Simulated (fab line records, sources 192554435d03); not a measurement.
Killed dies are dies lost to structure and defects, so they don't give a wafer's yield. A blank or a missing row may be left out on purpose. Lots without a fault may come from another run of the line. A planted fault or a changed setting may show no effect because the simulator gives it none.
Split-lot experiment | flow n5_finfet | 7 lots, 39 wafers read, on a route of 1938 steps

THE SPLIT
At N5_BEOL_M1_HM_DEP_02 (deposits TiN, target thk 20 nm), the setting target_thk_a was moved away from the recipe's 200 angstrom on 12 of the 39 wafers read, by -57.1% to +36.0%. The other wafers ran this setting at the recipe's value.

FROM THE SPLIT TO THE READING: what the file shows between them, 4 steps
- N5_BEOL_M1_COAT_61: time 60 s, resist thk 60 nm
- N5_BEOL_M1_COAT_62: time 60 s, resist thk 12 nm
- N5_BEOL_M1_STRIP_75: strips in N2/H2
- N5_BEOL_M1_STRIP_66: strips in CF4

THE READING
etch.depth_nm (the simulator's own value, which no gauge read), in nm, at N5_BEOL_M1_HM_OPEN_17 (chemistry Cl2/BCl3, target TiN, target depth 20 nm, overetch 6 nm). The file gives no usual value for it. The 27 wafers here that ran the recipe average 20.137 nm, standard deviation 0.2 nm.

wafer  | tool, chamber at the split | target_thk_a as run, angstrom | against the recipe | etch.depth_nm, nm | against lot-mates on the recipe
L078.2 | pvd_sputter-03, -          | 200                           | recipe             | 19.81             | -
L078.3 | pvd_sputter-03, -          | 200                           | recipe             | 19.95             | -
L078.4 | pvd_sputter-03, -          | 200                           | recipe             | 19.93             | -
L079.1 | pvd_sputter-02, -          | 272                           | +36.0%             | 26.89             | +7.120
L079.2 | pvd_sputter-02, -          | 272                           | +36.0%             | 26.47             | +6.700
L079.3 | pvd_sputter-02, -          | 272                           | +36.0%             | 26.98             | +7.210
L079.4 | pvd_sputter-02, -          | 200                           | recipe             | 19.78             | -
L079.5 | pvd_sputter-02, -          | 200                           | recipe             | 19.7              | -
L079.6 | pvd_sputter-02, -          | 200                           | recipe             | 19.83             | -
L084.1 | pvd_sputter-03, -          | 200                           | recipe             | 20.11             | -
L084.2 | pvd_sputter-03, -          | 121.9                         | -39.0%             | 12.18             | -7.843
L084.3 | pvd_sputter-03, -          | 200                           | recipe             | 19.89             | -
L084.4 | pvd_sputter-03, -          | 121.9                         | -39.0%             | 12.27             | -7.753
L084.5 | pvd_sputter-03, -          | 200                           | recipe             | 20.07             | -
L084.6 | pvd_sputter-03, -          | 121.9                         | -39.0%             | 12.26             | -7.763
L092.1 | pvd_sputter-02, -          | 200                           | recipe             | 20.16             | -
L092.2 | pvd_sputter-02, -          | 200                           | recipe             | 20.2              | -
L092.3 | pvd_sputter-02, -          | 200                           | recipe             | 20                | -
L092.4 | pvd_sputter-02, -          | 200                           | recipe             | 20.32             | -
L092.5 | pvd_sputter-02, -          | 200                           | recipe             | 20.24             | -
L092.6 | pvd_sputter-02, -          | 200                           | recipe             | 20.23             | -
L093.1 | pvd_sputter-03, -          | 200                           | recipe             | 20.2              | -
L093.2 | pvd_sputter-03, -          | 200                           | recipe             | 20.38             | -
L093.3 | pvd_sputter-03, -          | 200                           | recipe             | 20.17             | -
L093.4 | pvd_sputter-03, -          | 200                           | recipe             | 20.25             | -
L093.5 | pvd_sputter-03, -          | 200                           | recipe             | 20.19             | -
L093.6 | pvd_sputter-03, -          | 200                           | recipe             | 20.3              | -
L094.1 | pvd_sputter-03, -          | 85.75                         | -57.1%             | 9.03              | -11.247
L094.2 | pvd_sputter-03, -          | 85.75                         | -57.1%             | 8.926             | -11.351
L094.3 | pvd_sputter-03, -          | 85.75                         | -57.1%             | 8.892             | -11.385
L094.4 | pvd_sputter-03, -          | 200                           | recipe             | 20.26             | -
L094.5 | pvd_sputter-03, -          | 200                           | recipe             | 20.2              | -
L094.6 | pvd_sputter-03, -          | 200                           | recipe             | 20.37             | -
L095.1 | pvd_sputter-03, -          | 200                           | recipe             | 20.5              | -
L095.2 | pvd_sputter-03, -          | 200                           | recipe             | 20.3              | -
L095.3 | pvd_sputter-03, -          | 266.5                         | +33.2%             | 26.82             | +6.437
L095.4 | pvd_sputter-03, -          | 266.5                         | +33.2%             | 26.45             | +6.067
L095.5 | pvd_sputter-03, -          | 266.5                         | +33.2%             | 26.77             | +6.387
L095.6 | pvd_sputter-03, -          | 200                           | recipe             | 20.35             | -

THE FIT
A straight line over all 39 wafers: etch.depth_nm changes by +0.195 nm for each +1% of target_thk_a; r = +1.00; the points scatter about the line by 0.23 nm.
The same after taking each lot's own level away (the mean of its wafers on the recipe; 39 wafers): +0.196 nm for each +1%; r = +1.00; scatter 0.13 nm.
On that fit, the largest move of target_thk_a shifts the reading by 11 nm.
The lots' own levels span 19.7700 to 20.3833 nm, that is 3.0 times the standard deviation above.
So the lot-to-lot level changes the slope little: the two slopes agree.
Check: with one of the wafers moved furthest among these (-57.1%) left out of the fit, the line predicts -11.3 nm for it against its lot-mates. It came out at -11.2 nm against them.

OTHER SPLITS ON THESE WAFERS
These wafers also went through other splits before the reading. Each is held against what the fit with the lots' levels taken away leaves over:
other split on the same wafers          | wafers away from the commonest value | r with etch.depth_nm (lot level and that fit taken away)
N5_ZERO_LAYER_DEVELOP_10 develop_time_s | 15                                   | +0.07
N5_FIN_CUT_CUT_ETCH_26 target_depth_a   | 12                                   | -0.02
N5_SDB_ETCH_18 time_s                   | 15                                   | +0.13
N5_GATE_CUT_DESCUM_18 time_s            | 12                                   | -0.05

THE WHOLE CHAIN: every reading that the file lists as answering this split, in the file's order
step                  | what it does                                                      | reading                                                                          | change (the file's fit)               | r (the file's)
N5_BEOL_M1_HM_DEP_02  | deposits TiN, target thk 20 nm                                    | TiN_of_BEOL_M1_HM_DEP_02.thk_nm (the simulator's own value, which no gauge read) | +0.199 nm for each +1% of the setting | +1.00
N5_BEOL_M1_HM_OPEN_17 | chemistry Cl2/BCl3, target TiN, target depth 20 nm, overetch 6 nm | etch.depth_nm (the simulator's own value, which no gauge read)                   | +0.197 nm for each +1% of the setting | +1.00

THE FILE'S OWN FIT
etch.depth_nm changes by +0.197 nm for each +1% of target_thk_a, r = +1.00.
